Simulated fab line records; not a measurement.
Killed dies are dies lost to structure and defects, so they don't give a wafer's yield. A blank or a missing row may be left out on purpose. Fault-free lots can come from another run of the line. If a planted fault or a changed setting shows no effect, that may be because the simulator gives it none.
Chamber matching ; flow n5 finfet ; 4 sister chambers for N5_BEOL_M6_DESCUM_33 on rie diel-05
The step chemistry O2, time 7 s. 18 wafers are shown with their chamber, then 9 later ones without.

EACH WAFER AND ITS CHAMBER
wafer;chamber;showerhead plenum p Torr (Torr);drypump motor current A (A);throttle valve pct (%)
L075.1;1;2.04;6.2;20.22
L075.2;3;2.05;5.6;20.02
L075.6;2;2.17;5.6;20.62
L078.2;0;2.10;5.4;20.20
L078.3;3;2.05;5.6;20.06
L078.6;0;2.10;5.4;20.19
L081.1;2;2.17;5.6;20.63
L081.2;3;2.05;5.5;20.09
L081.6;1;2.04;6.2;20.24
L082.1;2;2.17;5.6;20.65
L082.3;1;2.04;6.2;20.25
L082.4;0;2.09;5.4;20.20
L085.1;1;2.04;6.2;20.26
L085.4;2;2.16;5.6;20.65
L085.6;0;2.09;5.3;20.23
L089.2;1;2.04;6.2;20.27
L089.3;0;2.09;5.4;20.23
L089.5;1;2.04;6.2;20.25

SIGNATURES (means of the wafers above)
reading;chamber 0;chamber 1;chamber 2;chamber 3;scatter within a chamber
showerhead plenum p Torr;2.0940;2.0400;2.1675;2.0500;0.00373
drypump motor current A;5.380;6.200;5.600;5.567;0.0324
throttle valve pct;20.2100;20.2483;20.6375;20.0567;0.0207
Rule: for each reading, subtract the chamber's mean from the wafer's reading, divide by that reading's scatter and square the result; add these up over the readings and take the root, which gives the wafer's distance from the chamber. If the next closest chamber is less than 2 further off than the closest, the wafer can't be placed; otherwise it belongs to the closest. How the scatter is found: for the shown wafers, subtract from each reading the mean of its chamber, square and add these, divide the total by (wafers less chambers), then take the root.

WAFERS WITH NO CHAMBER GIVEN
wafer;showerhead plenum p Torr (Torr);drypump motor current A (A);throttle valve pct (%)
L088.2;2.04;5.6;20.11
L088.3;2.03;6.2;20.28
L088.6;2.04;5.6;20.11
L094.1;2.09;5.3;20.25
L094.3;2.16;5.6;20.69
L094.4;2.03;6.2;20.28
L096.2;2.09;5.4;20.24
L096.5;2.04;5.5;20.12
L096.6;2.08;5.3;20.24

EACH ONE'S CHAMBER
wafer;from the rows above;in truth
L088.2;3;3
L088.3;1;1
L088.6;3;3
L094.1;0;0
L094.3;2;2
L094.4;1;1
L096.2;0;0
L096.5;3;3
L096.6;0;0
Correctly placed: 9 of 9. Left unplaced by these rows: 0. Number placed wrongly: 0.
